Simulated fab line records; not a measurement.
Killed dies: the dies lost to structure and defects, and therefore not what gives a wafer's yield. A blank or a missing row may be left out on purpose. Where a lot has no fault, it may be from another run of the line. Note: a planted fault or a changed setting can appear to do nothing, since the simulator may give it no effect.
Matching of chambers / flow nand harc / NHARC_P_M2_DESCUM_14 on rie diel-02: 4 sister chambers
The step chemistry O2, time 3 s. 14 wafers are shown with their chamber, then 7 later ones without.

== WAFERS, EACH WITH ITS CHAMBER ==
wafer=L393.3; chamber=2; showerhead plenum p Torr (Torr)=2.02; drypump motor current A (A)=6.00; throttle valve pct (%)=11.304
wafer=L393.4; chamber=0; showerhead plenum p Torr (Torr)=1.94; drypump motor current A (A)=5.80; throttle valve pct (%)=11.314
wafer=L393.5; chamber=2; showerhead plenum p Torr (Torr)=2.02; drypump motor current A (A)=6.00; throttle valve pct (%)=11.307
wafer=L394.4; chamber=2; showerhead plenum p Torr (Torr)=2.02; drypump motor current A (A)=5.99; throttle valve pct (%)=11.309
wafer=L394.5; chamber=0; showerhead plenum p Torr (Torr)=1.94; drypump motor current A (A)=5.80; throttle valve pct (%)=11.313
wafer=L394.6; chamber=3; showerhead plenum p Torr (Torr)=2.06; drypump motor current A (A)=6.09; throttle valve pct (%)=11.298
wafer=L396.2; chamber=3; showerhead plenum p Torr (Torr)=2.06; drypump motor current A (A)=6.13; throttle valve pct (%)=11.310
wafer=L396.4; chamber=2; showerhead plenum p Torr (Torr)=2.02; drypump motor current A (A)=6.02; throttle valve pct (%)=11.309
wafer=L396.6; chamber=1; showerhead plenum p Torr (Torr)=2.03; drypump motor current A (A)=6.33; throttle valve pct (%)=11.324
wafer=L408.1; chamber=3; showerhead plenum p Torr (Torr)=2.06; drypump motor current A (A)=6.14; throttle valve pct (%)=11.320
wafer=L408.2; chamber=1; showerhead plenum p Torr (Torr)=2.03; drypump motor current A (A)=6.40; throttle valve pct (%)=11.316
wafer=L408.6; chamber=3; showerhead plenum p Torr (Torr)=2.06; drypump motor current A (A)=6.13; throttle valve pct (%)=11.319
wafer=L410.4; chamber=0; showerhead plenum p Torr (Torr)=1.94; drypump motor current A (A)=5.81; throttle valve pct (%)=11.294
wafer=L410.5; chamber=2; showerhead plenum p Torr (Torr)=2.01; drypump motor current A (A)=5.97; throttle valve pct (%)=11.299

SIGNATURES (averages over the wafers above)
reading=showerhead plenum p Torr; chamber 0=1.9400; chamber 1=2.0300; chamber 2=2.0180; chamber 3=2.0600; scatter within a chamber=0.00283
reading=drypump motor current A; chamber 0=5.8033; chamber 1=6.3650; chamber 2=5.9960; chamber 3=6.1225; scatter within a chamber=0.023
reading=throttle valve pct; chamber 0=11.30700; chamber 1=11.32000; chamber 2=11.30560; chamber 3=11.31175; scatter within a chamber=0.00819
Rule: distance of a wafer from a chamber = root of the sum over the readings of ((wafer's reading minus chamber's mean) / reading's scatter) squared. The wafer belongs to the nearest chamber; if the next one is less than 2 further off, it can't be placed. How the scatter is found: for the shown wafers, subtract from each reading the mean of its chamber, square and add these, divide the total by (wafers less chambers), then take the root.

== WAFERS WITH NO CHAMBER GIVEN ==
wafer=L410.6; showerhead plenum p Torr (Torr)=2.03; drypump motor current A (A)=6.36; throttle valve pct (%)=11.295
wafer=L411.4; showerhead plenum p Torr (Torr)=2.06; drypump motor current A (A)=6.13; throttle valve pct (%)=11.309
wafer=L411.5; showerhead plenum p Torr (Torr)=2.01; drypump motor current A (A)=5.99; throttle valve pct (%)=11.304
wafer=L411.6; showerhead plenum p Torr (Torr)=2.03; drypump motor current A (A)=6.32; throttle valve pct (%)=11.303
wafer=L412.1; showerhead plenum p Torr (Torr)=2.06; drypump motor current A (A)=6.12; throttle valve pct (%)=11.336
wafer=L412.3; showerhead plenum p Torr (Torr)=1.94; drypump motor current A (A)=5.85; throttle valve pct (%)=11.304
wafer=L412.4; showerhead plenum p Torr (Torr)=2.03; drypump motor current A (A)=6.39; throttle valve pct (%)=11.305

== WHICH CHAMBER EACH WENT THROUGH ==
wafer=L410.6; from the rows above=1; in truth=1
wafer=L411.4; from the rows above=3; in truth=3
wafer=L411.5; from the rows above=2; in truth=2
wafer=L411.6; from the rows above=1; in truth=1
wafer=L412.1; from the rows above=3; in truth=3
wafer=L412.3; from the rows above=0; in truth=0
wafer=L412.4; from the rows above=1; in truth=1
7 of 7 placed correctly. Left unplaced by these rows: 0. Placed wrongly: 0.
